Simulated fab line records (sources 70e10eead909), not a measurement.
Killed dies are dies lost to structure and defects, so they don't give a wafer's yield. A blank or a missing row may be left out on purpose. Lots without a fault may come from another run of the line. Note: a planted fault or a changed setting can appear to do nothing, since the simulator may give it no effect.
fab line records | flow nand-harc
[record] lots = 12 wafers = 36 last-day = 33
route steps=1302 shown P_M0@268 END@1302
lots untouched by any fault: they come from a run of this same line in which no faults occurred
start-h: the number of hours between the record's first day and the start of the first shown wafer of the lot | wait-h: how many hours have passed since the lot's step before this one | " unchanged from the row above | L1.1+2: a row that stands for several wafers | - no value present, or no start provided | * or withheld: withheld | < > ~ a bound
route shown NAME@n: NAME is a module with steps in the file, n the number in the route of the first one | usual: mean/standard deviation taken from wafers without a fault | same: alike in all rows | chamber/n: place in a boat | sites: each site's reading | _std_site: standard deviation across them | _edge_site: inner sites' mean taken away from outer sites' mean | radius-mm: how far each site lies from the wafer's centre | mask NAME#n: copy n | behind: the most recent tool/chamber to have shaped the wafer | hold: why the lot was held/for how many hours/how that ended | device: which transistor (n, p or np) failed to switch | end of line: tests of these same wafers at the route's end | where a step has no rows: the recipe by itself | killed: count of dies lost to structure and defects at first sort (not the wafer's yield) | map: a wafer's dies, marking killed ones x, the rest . and places with no die _
set.NAME: the run value of the setting; set.NAME@STEP: its run value at that earlier step | model.NAME: the simulator's own value behind a step, which no gauge read
steps of the route over a sample of lots; a table a step, a row a wafer
services: the hour from which a tool's chamber was out of use, counted from the record's first day as start-h (under 0 if before that day), plus the number of hours and why
[[steps]]
[step NHARC_P_M0_ETCH_15]
[recipe] target-depth-a = 1500 overetch-a = 150 time-s = 82.5 c4f8-flow-sccm = withheld ar-flow-sccm = 400 rf-w = 600 bias-w = 300 chemistry = C4F8/Ar
[usual] oes-product-au = 0.958/0.02 rf-fwd-power-W = 594.9/2.6 rf-vpp-V = 441/3.1
// columns lot.wafer tool chamber start-h wait-h oes-product-au rf-fwd-power-W rf-hours-counter-h rf-vpp-V
L533.1 rie-diel-03 3 - - 0.958 594.2 0 445
L533.3 " 1 " " 0.982 599.0 0 442
L533.5 " 0 " " 0.981 592.9 - 438
L535.2 rie-diel-03 3 - - 0.955 593.3 5 445
L535.4 " 1 " " 0.953 595.7 5 442
L535.6 " 3 " " 0.948 593.8 - 444
L540.4 rie-diel-06 1 - - 0.968 594.0 19 444
L540.2 " 2 " " 0.988 594.2 18 437
L540.5 " 0 " " 0.962 590.9 - 436
L541.2 rie-diel-08 3 - - 0.960 596.2 0 446
L541.5 " 2 " " 0.971 597.0 - 438
L541.6 " 3 " " 0.956 596.0 - 446
L544.2 rie-diel-03 3 - - 0.956 595.7 22 445
L544.3 " 0 " " 0.963 591.5 21 437
L544.1 " 1 " " 0.976 597.1 20 443
L543.4 rie-diel-06 1 - - 0.958 593.7 30 445
L543.3 " 0 " " 0.967 593.4 27 436
L543.5 " 2 " " 0.982 597.5 - 436
L545.1 rie-diel-08 0 - - 0.956 596.4 16 438
L545.3 " 1 " " 0.960 597.0 18 442
L545.4 " 3 " " 0.972 595.3 16 447
L546.3 rie-diel-03 3 - - 0.987 598.2 29 444
L546.2 " 1 " " 0.955 594.5 26 442
L546.5 " 3 " " 0.977 597.5 - 445
L548.4 rie-diel-03 1 - - 0.944 595.7 27 443
L548.2 " 2 " " 0.947 594.5 27 442
L548.5 " 1 " " 0.937 595.6 - 443
L554.4 rie-diel-03 0 - - 0.965 590.8 8 437
L554.2 " 2 " " 0.968 593.1 8 443
L554.5 " 0 " " 0.960 591.9 - 439
L555.4 rie-diel-03 2 - - 0.914 594.4 9 443
L555.1 " 3 " " 0.917 597.0 10 444
L555.3 " 0 " " 0.911 590.9 9 440
L556.4 rie-diel-03 2 - - 0.953 593.1 11 442
L556.2 " 1 " " 0.971 596.7 10 443
L556.6 " 3 " " 0.959 599.9 - 446
[step NHARC_P_M0_PVD_20]
[recipe] target-thk-a = 50 bias-v = 168.6 power-w = 15000 chamber-pressure-pa = 0.12 time-s = 8.06 substrate-temp-c = 50 material = TaN
[usual] bias-v = 168.6/1.6 throttle-valve-pct = 30.2/0.85
// columns lot.wafer tool chamber start-h wait-h bias-v throttle-valve-pct
L533.1 pvd-sputter-03 - - - 170.8 29.9
L533.3 " - " " 167.5 30.1
L533.5 " - " " 169.0 29.3
L535.2 pvd-sputter-02 - - - 166.9 31.3
L535.4 " - " " 169.5 31.0
L535.6 " - " " 166.0 31.5
L540.2 pvd-sputter-01 - - - 164.6 30.9
L540.4 " - " " 169.1 29.2
L540.5 " - " " 170.2 30.4
L541.2 pvd-sputter-03 - - - 165.5 29.8
L541.6 " - " " 167.0 29.3
L541.5 " - " " 167.3 29.4
L544.2 pvd-sputter-02 - - - 167.9 31.1
L544.3 " - " " 167.7 31.2
L544.1 " - " " 169.2 31.4
L543.4 pvd-sputter-02 - - - 169.0 30.8
L543.3 " - " " 167.2 31.3
L543.5 " - " " 170.6 30.9
L545.3 pvd-sputter-03 - - - 170.1 28.6
L545.1 " - " " 167.0 29.4
L545.4 " - " " 169.1 29.8
L546.2 pvd-sputter-01 - - - 167.1 31.0
L546.3 " - " " 168.3 29.4
L546.5 " - " " 166.1 30.3
L548.2 pvd-sputter-03 - - - 166.0 29.7
L548.4 " - " " 169.1 28.9
L548.5 " - " " 169.7 29.6
L554.4 pvd-sputter-03 - - - 168.7 29.4
L554.2 " - " " 170.6 30.3
L554.5 " - " " 169.1 29.6
L555.1 pvd-sputter-02 - - - 168.6 30.9
L555.4 " - " " 168.0 31.2
L555.3 " - " " 167.6 30.8
L556.2 pvd-sputter-01 - - - 169.6 29.2
L556.4 " - " " 169.8 30.4
L556.6 " - " " 166.3 29.6
[step NHARC_P_M0_PVD_21]
[recipe] target-thk-a = 300 chamber-pressure-pa = 5 power-w = 5000 substrate-temp-c = 30 time-s = 20.49 material = Cu
[usual] throttle-valve-pct = 30.3/0.82
// columns lot.wafer tool chamber start-h wait-h throttle-valve-pct
L533.3 pvd-sputter-03 - - - 30.5
L533.1 " - " " 28.9
L533.5 " - " " 30.1
L535.4 pvd-sputter-02 - - - 31.2
L535.2 " - " " 31.3
L535.6 " - " " 30.8
L540.4 pvd-sputter-01 - - - 31.0
L540.2 " - " " 29.1
L540.5 " - " " 31.7
L541.2 pvd-sputter-03 - - - 30.7
L541.6 " - " " 29.6
L541.5 " - " " 28.8
L544.2 pvd-sputter-02 - - - 31.2
L544.3 " - " " 31.0
L544.1 " - " " 31.6
L543.3 pvd-sputter-02 - - - 31.1
L543.4 " - " " 31.1
L543.5 " - " " 31.2
L545.3 pvd-sputter-03 - - - 29.7
L545.1 " - " " 28.7
L545.4 " - " " 29.2
L546.3 pvd-sputter-01 - - - 30.1
L546.2 " - " " 30.1
L546.5 " - " " 30.1
L548.2 pvd-sputter-03 - - - 29.4
L548.4 " - " " 28.8
L548.5 " - " " 29.1
L554.4 pvd-sputter-03 - - - 29.5
L554.2 " - " " 28.8
L554.5 " - " " 29.9
L555.1 pvd-sputter-02 - - - 31.0
L555.4 " - " " 31.0
L555.3 " - " " 30.8
L556.2 pvd-sputter-01 - - - 29.9
L556.4 " - " " 29.9
L556.6 " - " " 31.2
[step NHARC_P_M0_ECD_22]
[recipe] target-thk-a = 4000 bath-temp-c = 25 material = Cu
// columns lot.wafer tool chamber start-h wait-h
L533.1+3+5 ecd-cu-01 0 123.58 -
L535.2+4+6 ecd-cu-01 0 143.17 -
L540.2+4+5 ecd-cu-01 1,0,0 198.14 -
L541.2+5+6 ecd-cu-01 0,0,1 203.70 -
L544.1+2+3 ecd-cu-01 0,1,0 232.78 -
L543.4+3+5 ecd-cu-01 0,1,1 234.80 -
L545.1+3+4 ecd-cu-01 0,1,0 240.64 -
L546.2+3+5 ecd-cu-01 0,1,1 266.33 -
L548.2+4+5 ecd-cu-02 1,0,0 270.72 -
L554.2+4+5 ecd-cu-02 1,1,0 336.18 -
L555.1+4+3 ecd-cu-02 1,0,1 341.99 -
L556.2+4+6 ecd-cu-01 0,0,1 349.56 -
[step NHARC_P_M0_CMP_23]
[recipe] t-overpolish-s = 20 target-thk-nm = 117.54
[usual] motor-current-A = 12.1/0.85 retaining-ring-pressure-frac = 1.000/0.0046 time-to-endpoint-s = 29.7/2.8
// columns lot.wafer tool chamber start-h wait-h motor-current-A retaining-ring-pressure-frac time-to-endpoint-s
L533.1 cmp-03 2 124.30 - 11.7 1.005 31.1
L533.3 " 3 " " 12.3 1.001 29.5
L533.5 " 2 " " 11.3 0.999 31.7
L535.2 cmp-04 2 143.85 - 11.9 0.996 29.8
L535.4 " 0 " " 12.4 0.991 24.7
L535.6 " 2 " " 12.0 0.987 29.7
L540.2 cmp-03 2 198.81 - 11.6 1.004 30.5
L540.4 " 0 " " 11.4 1.002 26.6
L540.5 " 3 " " 12.5 1.007 26.4
L541.2 cmp-03 0 204.53 - 11.0 1.009 28.8
L541.5 " 0 " " 11.5 1.005 31.0
L541.6 " 1 " " 13.3 0.996 23.5
L544.3 cmp-01 0 233.53 - 12.2 0.995 33.6
L544.1 " 1 " " 11.7 1.000 29.7
L544.2 " 2 " " 11.9 0.999 32.1
L543.3 cmp-03 2 235.46 - 11.6 0.998 30.5
L543.4 " 1 " " 11.6 0.994 28.2
L543.5 " 2 " " 11.9 0.994 32.4
L545.4 cmp-04 3 241.30 - 11.7 1.000 30.8
L545.1 " 0 " " 12.9 1.002 48.3
L545.3 " 1 " " 13.6 1.003 30.9
L546.3 cmp-04 0 267.06 - 11.8 0.997 33.9
L546.2 " 1 " " 13.9 0.994 32.5
L546.5 " 0 " " 12.0 0.999 47.0
L548.4 cmp-04 1 271.43 - 13.2 1.006 32.8
L548.2 " 2 " " 11.2 0.995 34.3
L548.5 " 1 " " 14.1 1.002 31.4
L554.4 cmp-03 1 336.91 - 12.9 1.006 22.5
L554.2 " 2 " " 11.8 1.001 30.0
L554.5 " 0 " " 11.4 1.001 27.3
L555.1 cmp-04 3 342.69 - 12.1 1.000 27.4
L555.4 " 0 " " 11.6 0.998 26.1
L555.3 " 1 " " 14.2 0.996 25.1
L556.2 cmp-04 1 350.31 - 13.2 1.000 32.3
L556.4 " 3 " " 10.7 0.989 28.2
L556.6 " 1 " " 13.2 1.003 28.5
[step NHARC_END_SORT_01]
[recipe] temp-c = 25
[usual] defect-limited-yield = 90.1/2.6 killed-at-array = 63/17 killed-at-other = 0.8/1.1 killed-at-periphery = 3.5/3 killed-dies = 67/17 killed-open = 3.1/1.6 killed-short = 2.6/1.4
[same] gross-dies = 677
// columns lot.wafer tool chamber start-h wait-h defect-limited-yield[%] killed-at-array killed-at-other killed-at-periphery killed-dies killed-open killed-short
L546.2 prober-01 0 706.80 2.8 86.9 80 3 6 89 2 4
L548.4 prober-02 0 717.92 3.4 91.1 51 2 7 60 1 3
// killed by level:class
L546.2 A_SLIT:chamber-film-flake=39 A_CHANNEL_HOLE_D1:chamber-film-flake=27 A_CONTACT:chamber-film-flake=5 P_STI:chamber-film-flake=2 P_BONDPAD:chamber-film-flake=2 A_WL_FILL:chamber-film-flake=2 THIN_TSV:chamber-film-flake=2 P_M0:geometric-particle:short=1
L548.4 A_CHANNEL_HOLE_D2:chamber-film-flake=21 A_CHANNEL_HOLE_D1:chamber-film-flake=11 A_SLIT:chamber-film-flake=5 A_CONTACT:chamber-film-flake=5 P_ZERO_WELL:chamber-film-flake=3 A_STAIRCASE:chamber-film-flake=2 THIN_TSV:chamber-film-flake=2 P_GATE:geometric-particle:open=1
[[services]]
// columns tool chamber start-h hours kind
pvd-sputter-02 - 104.06 10.0 pm
rie-diel-03 - 104.35 9.0 pm
pvd-sputter-01 - 109.04 3.9 repair
cmp-04 - 111.00 4.0 pm
cmp-04 - 118.55 1.8 repair
ecd-cu-02 - 119.91 5.5 repair
cmp-03 - 155.76 0.4 repair
ecd-cu-01 - 160.00 8.0 pm
cmp-03 - 162.01 4.0 pm
pvd-sputter-03 - 170.02 10.0 pm
pvd-sputter-02 - 194.21 0.7 repair
cmp-04 - 206.17 3.3 repair
pvd-sputter-01 - 226.09 10.0 pm
pvd-sputter-02 - 234.80 0.6 repair
rie-diel-03 0 235.83 18.6 repair
ecd-cu-02 - 244.00 8.0 pm
pvd-sputter-03 - 253.00 3.6 repair
cmp-03 - 260.03 4.0 pm
ecd-cu-02 - 279.72 0.7 repair
rie-diel-03 - 281.35 9.0 pm
pvd-sputter-02 - 282.06 10.0 pm
cmp-04 - 307.45 4.0 pm
ecd-cu-01 - 336.00 8.0 pm
pvd-sputter-03 - 348.02 10.0 pm
[[key]]
[first-sign] step = NHARC_P_M0_CMP_23 reading = time-to-endpoint-s direction = up sigmas = 6.5 usual = * struck = *
effect none on later readings
met-at NHARC_P_M0_ECD_22
struck-lots L545,L546
struck-wafers L545.1,L546.5
not-acting-at NHARC_P_M0_ETCH_15,NHARC_P_M0_PVD_20,NHARC_P_M0_PVD_21
onset-between 234.80 240.64
[fault] kind = process-parameter-drift tool = ecd-cu-01 chamber = - onset-h = 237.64 steps = NHARC_P_M0_ECD_22 channel = target-thk-a offset = * shape = step end-h = 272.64 scope = struck-wafers-only acts-in = * stated = *
